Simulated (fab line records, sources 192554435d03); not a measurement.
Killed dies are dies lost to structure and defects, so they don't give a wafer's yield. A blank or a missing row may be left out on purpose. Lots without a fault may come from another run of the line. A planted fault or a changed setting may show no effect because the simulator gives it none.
One fault seen from 2 desks | flow n5_finfet | each desk has only its own numbers; what lay behind them comes last

THE TOOL OWNER'S DESK: litho_track-01
The tool's own readings at N5_BEOL_M1_COAT_61 (time 60 s, resist thk 60 nm): means of the sampled wafers that have a number, for each lot that ran on this tool. A lot is out of limits, marked OUT, if its mean lies more than 4 standard deviations from the usual mean; the brackets give that distance.
Columns: A = resist_line_temp_C at N5_BEOL_M1_COAT_61, usual 22.99 C; B = spin_speed_rpm at N5_BEOL_M1_COAT_61, usual 1499.9 rpm
lot  | first seen here | A     | B
L266 | day 7 05:11     | 22.87 | 1500.0
L270 | day 8 06:49     | 23.07 | 1499.4
L275 | day 10 03:17    | 23.03 | 1138.2 (-99 or more) OUT
L277 | day 10 06:56    | 23.03 | 1137.5 (-99 or more) OUT
L279 | day 10 22:44    | 22.98 | 1138.5 (-99 or more) OUT
This desk's finding: out of limits on L275, L277, L279; first on L275, day 10 03:17 (spin_speed_rpm at N5_BEOL_M1_COAT_61). In limits: L266, L270.

THE METROLOGY DESK
What the gauges read, lot by lot, whatever tool the lot ran on: means of the sampled wafers that have a number. A lot is out of limits, marked OUT, if its mean lies more than 4 standard deviations from the usual mean; the brackets give that distance. Of its 11 readings 7 are shown: those that lie furthest out on some lot.
Columns: A = IOFF_N at N5_BEOL_M4_RC_MEAS_101, usual 0.16 nA/um; B = ION_N at N5_BEOL_M4_RC_MEAS_101, usual 672 uA/um; C = ION_P at N5_BEOL_M4_RC_MEAS_101, usual 459 uA/um; D = SS_N at N5_BEOL_M4_RC_MEAS_101, usual 71.6 mV/dec; E = SS_P at N5_BEOL_M4_RC_MEAS_101, usual 73.3 mV/dec; F = VT_N at N5_BEOL_M4_RC_MEAS_101, usual 250 mV; G = VT_P at N5_BEOL_M4_RC_MEAS_101, usual -251 mV
lot  | first seen here | A    | B   | C   | D    | E    | F   | G
L266 | day 7 00:45     | 0.17 | 673 | 453 | 72.2 | 73.8 | 251 | -254
L270 | day 8 00:04     | 0.19 | 675 | 456 | 72.6 | 73.4 | 250 | -253
L275 | day 9 22:30     | 0.18 | 672 | 463 | 71.7 | 74.2 | 248 | -249
L277 | day 10 03:38    | 0.16 | 671 | 468 | 71.3 | 73.1 | 249 | -247
L280 | day 10 17:54    | 0.17 | 673 | 455 | 71.3 | 73.2 | 250 | -253
L279 | day 10 18:01    | 0.20 | 675 | 458 | 71.8 | 74.1 | 247 | -250
L281 | day 11 02:10    | 0.16 | 683 | 458 | 71.4 | 72.9 | 248 | -254
L282 | day 11 07:09    | 0.21 | 690 | 468 | 72.3 | 74.3 | 245 | -249
L283 | day 11 07:11    | 0.14 | 671 | 459 | 71.1 | 72.8 | 253 | -252
L284 | day 11 13:10    | 0.19 | 681 | 460 | 71.9 | 73.0 | 246 | -249
This desk's finding: nothing out of limits on any of the 10 lots.

PUT TOGETHER
The tool owner's desk could have raised an alarm at day 10 03:17, on L275, L277, L279.
The metrology desk saw nothing out of limits.
The metrology desk has L275, L277, L279 on record, within its limits.
Of the lots named, all ran N5_BEOL_M1_COAT_61 on litho_track-01.

WHAT THE SIMULATOR HAD PUT IN
Process parameter drift: litho_track-01, from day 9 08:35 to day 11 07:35, at N5_BEOL_M1_COAT_61. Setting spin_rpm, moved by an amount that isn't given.
Lots struck among those shown: L275, L277, L279.
Hours from the fault's start to each desk's first reading out of limits: the tool owner's desk, 19.
